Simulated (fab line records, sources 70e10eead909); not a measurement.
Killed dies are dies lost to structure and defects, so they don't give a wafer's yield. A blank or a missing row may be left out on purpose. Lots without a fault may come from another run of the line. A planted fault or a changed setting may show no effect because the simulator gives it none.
Which tool did it? | flow nand_harc | 13 lots, 39 wafers sampled, at 6 steps of a route of 1302

WHAT THE GAUGES READ, wafer by wafer
NHARC_P_M0_CD_MEAS_09: target cd 90 nm.
lot  | measured     | on        | cd_nm (nm)
L144 | day 5 19:20  | cd_sem-02 | 89.6 91.7 91.2
L150 | day 8 09:34  | cd_sem-02 | 88.9 89.9 89.0
L154 | day 10 08:26 | cd_sem-03 | 95.0 82.3 71.2
L155 | day 10 17:03 | cd_sem-02 | 90.6 91.7 91.6
L156 | day 10 21:14 | cd_sem-01 | 89.8 90.2 90.5
L159 | day 12 10:26 | cd_sem-02 | 90.5 90.0 90.3
L160 | day 13 03:32 | cd_sem-01 | 90.6 90.8 90.5
L161 | day 13 10:00 | cd_sem-02 | 89.7 89.6 91.2
L162 | day 13 10:41 | cd_sem-02 | 90.6 89.7 90.1
L163 | day 14 04:05 | cd_sem-03 | 90.1 89.6 90.5
L164 | day 14 04:46 | cd_sem-01 | 90.1 89.9 89.8
L165 | day 14 14:50 | cd_sem-03 | 90.3 90.0 89.1
L166 | day 15 00:54 | cd_sem-01 | 90.9 90.5 90.2

NHARC_P_M0_CD_MEAS_16.
lot  | measured     | on        | cd_nm (nm)
L144 | day 5 19:55  | cd_sem-01 | 90.6 92.7 90.2
L150 | day 8 10:03  | cd_sem-01 | 89.5 90.8 88.7
L154 | day 10 08:58 | cd_sem-03 | 94.6 81.7 69.9
L155 | day 10 17:32 | cd_sem-03 | 90.8 90.1 91.2
L156 | day 10 21:43 | cd_sem-02 | 88.6 89.9 91.2
L159 | day 12 10:55 | cd_sem-02 | 90.3 89.2 90.7
L160 | day 13 04:01 | cd_sem-01 | 92.2 91.5 90.7
L161 | day 13 10:29 | cd_sem-01 | 89.0 88.9 90.9
L162 | day 13 11:10 | cd_sem-02 | 90.5 89.0 90.1
L163 | day 14 04:48 | cd_sem-02 | 89.3 89.5 90.0
L164 | day 14 05:18 | cd_sem-01 | 89.5 89.5 89.8
L165 | day 14 15:19 | cd_sem-03 | 90.9 89.9 88.5
L166 | day 15 01:24 | cd_sem-01 | 90.1 89.8 89.2

WHICH TOOL RAN EACH LOT (tool, then ch and the chambers of the sampled wafers, then the start)
lot  | NHARC_P_CONTACT_ETCH_36                       | NHARC_P_CONTACT_DEGAS_38     | NHARC_P_M0_EXPOSE_06               | NHARC_P_M0_ETCH_34
L144 | rie_diel-01 ch 1,2, day 5 16:57 or earlier    | pvd_sputter-03, day 5 16:57  | arfi_scanner-03 ch 0, day 5 19:12  | rie_diel-02 ch 0,2, day 5 19:40
L150 | rie_diel-01 ch 0,1,2, day 8 07:10 or earlier  | pvd_sputter-03, day 8 07:10  | arfi_scanner-03 ch 0, day 8 09:25  | rie_diel-06 ch 1,3, day 8 09:50
L154 | rie_diel-05 ch 1,2, day 10 04:21              | pvd_sputter-03, day 10 06:09 | arfi_scanner-01 ch 0, day 10 08:17 | rie_diel-06 ch 0,3, day 10 08:43
L155 | rie_diel-12 ch 1,2,3, day 10 14:28 or earlier | pvd_sputter-03, day 10 14:28 | arfi_scanner-03 ch 0, day 10 16:55 | rie_diel-06 ch 1,2, day 10 17:19
L156 | rie_diel-12 ch 1,2,3, day 10 18:58 or earlier | pvd_sputter-02, day 10 18:58 | arfi_scanner-03 ch 0, day 10 21:05 | rie_diel-09 ch 0,1,2, day 10 21:30
L159 | rie_diel-01 ch 2,3, day 12 07:39 or earlier   | pvd_sputter-03, day 12 07:39 | arfi_scanner-03 ch 0, day 12 10:18 | rie_diel-02 ch 1,2,3, day 12 10:43
L160 | rie_diel-12 ch 0,1,2, day 13 01:07 or earlier | pvd_sputter-01, day 13 01:07 | arfi_scanner-02 ch 0, day 13 03:23 | rie_diel-09 ch 0,2,3, day 13 03:48
L161 | rie_diel-12 ch 0,1,2, day 13 07:43 or earlier | pvd_sputter-01, day 13 07:43 | arfi_scanner-02 ch 0, day 13 09:52 | rie_diel-06 ch 0,2,3, day 13 10:16
L162 | rie_diel-01 ch 0,1,3, day 13 07:47 or earlier | pvd_sputter-03, day 13 07:47 | arfi_scanner-01 ch 0, day 13 10:33 | rie_diel-02 ch 2,3, day 13 10:57
L163 | rie_diel-12 ch 0,2,3, day 14 01:39 or earlier | pvd_sputter-03, day 14 01:39 | arfi_scanner-03 ch 0, day 14 03:57 | rie_diel-06 ch 0,3, day 14 04:31
L164 | rie_diel-05 ch 0,1,2, day 14 02:23 or earlier | pvd_sputter-01, day 14 02:23 | arfi_scanner-02 ch 0, day 14 04:37 | rie_diel-02 ch 1,2,3, day 14 05:04
L165 | rie_diel-12 ch 0,1, day 14 12:27 or earlier   | pvd_sputter-01, day 14 12:27 | arfi_scanner-03 ch 0, day 14 14:41 | rie_diel-06 ch 1,2,3, day 14 15:06
L166 | rie_diel-05 ch 0,3, day 14 22:29 or earlier   | pvd_sputter-03, day 14 22:29 | arfi_scanner-01 ch 0, day 15 00:46 | rie_diel-02 ch 0,1, day 15 01:10
- NHARC_P_CONTACT_ETCH_36: etches the open film in N2/H2, target depth 260 nm, time 406.25 s.
- NHARC_P_CONTACT_DEGAS_38: time 60 s.
- NHARC_P_M0_EXPOSE_06: exposes mask P M0, target cd 90 nm.
- NHARC_P_M0_ETCH_34: etches the open film in N2/H2, target depth 40 nm, overetch 12 nm, time 43.94 s.

WHAT THE TOOLS THEMSELVES READ (means of the sampled wafers that have a number; where no wafer has one, the mark that the record gives instead)
NHARC_P_CONTACT_ETCH_36.
lot  | tool        | drypump_motor_current_A (A) | oes_product_au (a.u.) | rf_vpp_V (V) | showerhead_plenum_p_Torr (Torr) | throttle_valve_pct (%)
L144 | rie_diel-01 | 6.2                         | 0.989                 | 428.4        | 1.95                            | 14.176
L150 | rie_diel-01 | 6.1                         | 0.983                 | 428.0        | 1.97                            | 14.167
L154 | rie_diel-05 | 5.9                         | 1.009                 | 431.9        | 2.09                            | 14.171
L155 | rie_diel-12 | 5.5                         | 1.013                 | 431.4        | 2.10                            | 14.181
L156 | rie_diel-12 | 5.5                         | 1.011                 | 431.9        | 2.10                            | 14.167
L159 | rie_diel-01 | 6.0                         | 1.011                 | 427.9        | 1.92                            | 14.175
L160 | rie_diel-12 | 5.7                         | 0.997                 | 430.7        | 2.02                            | 14.164
L161 | rie_diel-12 | 5.6                         | 0.999                 | 430.9        | 2.02                            | 14.176
L162 | rie_diel-01 | 5.9                         | 0.997                 | 427.9        | 1.95                            | 14.173
L163 | rie_diel-12 | 5.7                         | 1.010                 | 430.3        | 2.04                            | 14.180
L164 | rie_diel-05 | 5.9                         | 1.001                 | 430.5        | 2.03                            | 14.168
L165 | rie_diel-12 | 6.0                         | 0.985                 | 431.2        | 2.04                            | 14.175
L166 | rie_diel-05 | 5.9                         | 1.024                 | 429.9        | 1.98                            | 14.178

NHARC_P_CONTACT_DEGAS_38.
lot  | tool           | heater_power_w (W)
L144 | pvd_sputter-03 | 498
L150 | pvd_sputter-03 | 531
L154 | pvd_sputter-03 | 484
L155 | pvd_sputter-03 | 483
L156 | pvd_sputter-02 | 483
L159 | pvd_sputter-03 | 485
L160 | pvd_sputter-01 | 425
L161 | pvd_sputter-01 | 515
L162 | pvd_sputter-03 | 481
L163 | pvd_sputter-03 | 458
L164 | pvd_sputter-01 | 469
L165 | pvd_sputter-01 | 472
L166 | pvd_sputter-03 | 480

NHARC_P_M0_EXPOSE_06.
lot  | tool            | exposure_dose_mJ_cm2
L144 | arfi_scanner-03 | 81.29
L150 | arfi_scanner-03 | 81.22
L154 | arfi_scanner-01 | 87.25
L155 | arfi_scanner-03 | 81.26
L156 | arfi_scanner-03 | 81.26
L159 | arfi_scanner-03 | 81.26
L160 | arfi_scanner-02 | 81.07
L161 | arfi_scanner-02 | 81.05
L162 | arfi_scanner-01 | 81.26
L163 | arfi_scanner-03 | 81.27
L164 | arfi_scanner-02 | 81.24
L165 | arfi_scanner-03 | 81.28
L166 | arfi_scanner-01 | 81.36

NHARC_P_M0_ETCH_34.
lot  | tool        | drypump_motor_current_A (A) | oes_product_au (a.u.) | rf_vpp_V (V) | showerhead_plenum_p_Torr (Torr) | throttle_valve_pct (%)
L144 | rie_diel-02 | 5.8                         | 1.008                 | 433.2        | 2.14                            | 14.170
L150 | rie_diel-06 | 5.2                         | 0.993                 | 428.8        | 1.97                            | 14.172
L154 | rie_diel-06 | 5.6                         | 1.000                 | 426.6        | 1.91                            | 14.163
L155 | rie_diel-06 | 5.6                         | 0.990                 | 430.1        | 2.01                            | 14.173
L156 | rie_diel-09 | 5.4                         | 1.002                 | 432.7        | 2.12                            | 14.172
L159 | rie_diel-02 | 6.2                         | 1.019                 | 431.7        | 2.08                            | 14.178
L160 | rie_diel-09 | 5.6                         | 1.012                 | 430.0        | 2.02                            | 14.173
L161 | rie_diel-06 | 5.6                         | 0.996                 | 428.1        | 1.96                            | 14.167
L162 | rie_diel-02 | 6.4                         | 1.011                 | 434.3        | 2.13                            | 14.178
L163 | rie_diel-06 | 5.3                         | 1.017                 | 428.3        | 1.95                            | 14.174
L164 | rie_diel-02 | 6.3                         | 1.015                 | 431.2        | 2.08                            | 14.173
L165 | rie_diel-06 | 5.4                         | 1.017                 | 427.8        | 1.99                            | 14.168
L166 | rie_diel-02 | 6.0                         | 1.003                 | 432.1        | 2.09                            | 14.172

THE ANSWER, worked out from the rows above alone
Rule: what is usual is taken from the lots themselves. Put in order of their means at a reading, lots are off if they are a third of the lots or fewer, leave a main group of 4 or more, and stand apart from it by a gap of 3 or more times the standard deviation of the main group's means; of several such gaps the widest counts. A main group whose means are all the same, to the digits that the tables above print for the reading, isn't used. A lot without any number at a reading at which 4 lots or more have one is off too. The other lots that the step has rows for count as sound. The gauges are gone through in route order, then the tools' own readings, and for those a lot's mean is taken as printed above. The first step at which some lot is off is used, and at that step the reading that is off furthest; a lot without a number counts as furthest.
Off: L154, at NHARC_P_M0_CD_MEAS_09 (cd_nm). The main group: mean 90.3 nm, standard deviation 0.5.
A tool fits if, at a process step before that reading, it ran every lot that is off, and no sound lot after the first of them. The gauges at NHARC_P_M0_CD_MEAS_09 aren't tried: what is off there is off at NHARC_P_M0_EXPOSE_06 too, on other tools, and a gauge's error can't cause that. NHARC_P_CONTACT_ETCH_36 gives no start for some lots, so the hours and the order of its lots are those of NHARC_P_CONTACT_DEGAS_38. None of those tried fits.

WHAT THE SIMULATOR HAD PUT IN
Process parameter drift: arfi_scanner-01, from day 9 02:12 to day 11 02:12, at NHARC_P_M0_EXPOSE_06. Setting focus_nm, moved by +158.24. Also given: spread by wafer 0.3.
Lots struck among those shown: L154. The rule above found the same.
